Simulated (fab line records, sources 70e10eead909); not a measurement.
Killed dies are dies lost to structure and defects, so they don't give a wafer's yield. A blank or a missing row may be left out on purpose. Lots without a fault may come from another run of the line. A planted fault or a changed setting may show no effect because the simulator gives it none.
Problem report in the 8D (eight disciplines) form, filled by code | flow nand_harc | the parts of the form that need people (team, actions taken, sign-off) are left out

1. THE PROBLEM
killed_dies at NHARC_END_SORT_01 reads a mean of 456 on 3 wafers of 3 lots; wafers without a fault read 63 with a standard deviation of 19. That is +21 standard deviations from the usual mean.
First seen on wafer L318.4, day 33 09:34, on prober-02. The record holds 16 wafers of 6 lots with a number at this step. Rule for "out", or "out of limits": more than 4 standard deviations from the usual mean. The other wafers with a number count as sound.

2. WHAT IT IS AND WHAT IT IS NOT
question                    | is                           | is not
which readings at this step | killed_dies, killed_at_array | killed_at_other, killed_at_periphery, killed_open
which lots                  | L318, L319, L320             | L297, L303, L308
which wafers of those lots  | L318.4, L319.4, L320.4       | L318.6, L319.6, L320.1, L320.6
read on which gauges        | prober-01, prober-02         | -
when                        | from day 33 09:34            | up to then (9 sound wafers); but 4 sound wafers of L318, L319, L320 came after

3. SUSPECTS, AND WHAT RULES EACH OUT
Counting: a tool at a process step up to the reading stays a suspect if it ran every lot that is out. Sound lots after the first of them don't rule it out here, since some wafers of a struck lot are sound.
- the gauge at NHARC_END_SORT_01: ruled out. The wafers that are out were read on 2 gauges (prober-01, prober-02).
- pecvd-02 at NHARC_A_CHANNEL_HOLE_D1_DEP_01 (deposits SiON, target thk 140 nm): kept. It ran every lot that is out, first L318 (day 17 04:52).
- rie_diel-09 at NHARC_A_CHANNEL_HOLE_D1_ETCH_38 (etches the open film in CF4, target depth 39 nm, time 65 s): kept. It ran every lot that is out, first L318 (day 17 05:46); its last sound lot up to then is L297 (day 9 17:26). Its own readings are out on those wafers: oes_product_au.
Left after counting: pecvd-02 at NHARC_A_CHANNEL_HOLE_D1_DEP_01, rie_diel-09 at NHARC_A_CHANNEL_HOLE_D1_ETCH_38.

4. THE CAUSE (what the simulator had put in)
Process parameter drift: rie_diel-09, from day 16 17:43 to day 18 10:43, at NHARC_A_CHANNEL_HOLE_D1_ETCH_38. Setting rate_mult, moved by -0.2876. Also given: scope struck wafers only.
Counting left 2 suspects, and this tool is among them.

5. THE CHAIN OF EFFECTS, in route order
Each row: a reading whose mean over the struck wafers that have a number lies more than 3 standard deviations from the usual. Only readings for which the record gives a usual standard deviation are gone through. hours: the time from each lot's start at the first step in this table that gives one to its start at this step, as a median over the lots. sigmas: the change in usual standard deviations.
hours | step                            | reading         | usual      | on struck wafers | change | sigmas
0     | NHARC_A_CHANNEL_HOLE_D1_ETCH_38 | oes_product_au  | 0.999 a.u. | 0.819            | -0.180 | -20
396   | NHARC_END_SORT_01               | killed_at_array | 58         | 449              | +391   | +20
396   | NHARC_END_SORT_01               | killed_dies     | 63         | 456              | +393   | +21
The process steps in it:
- NHARC_A_CHANNEL_HOLE_D1_ETCH_38: etches the open film in CF4, target depth 39 nm, time 65 s.

6. WHAT WOULD HAVE CAUGHT IT SOONER
In this record the first reading out of limits at a measuring or inspecting step was taken at day 33 09:34, 400 hours after the fault began at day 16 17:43.
The tool's own readings at NHARC_A_CHANNEL_HOLE_D1_ETCH_38 were out on every struck wafer that the step has a row for (oes_product_au): an alarm limit on them would have fired on the first of those.
All the lots that are out (3) had begun NHARC_A_CHANNEL_HOLE_D1_ETCH_38 on rie_diel-09 by day 33 09:34. A hold on the tool at that time would have spared none of them.
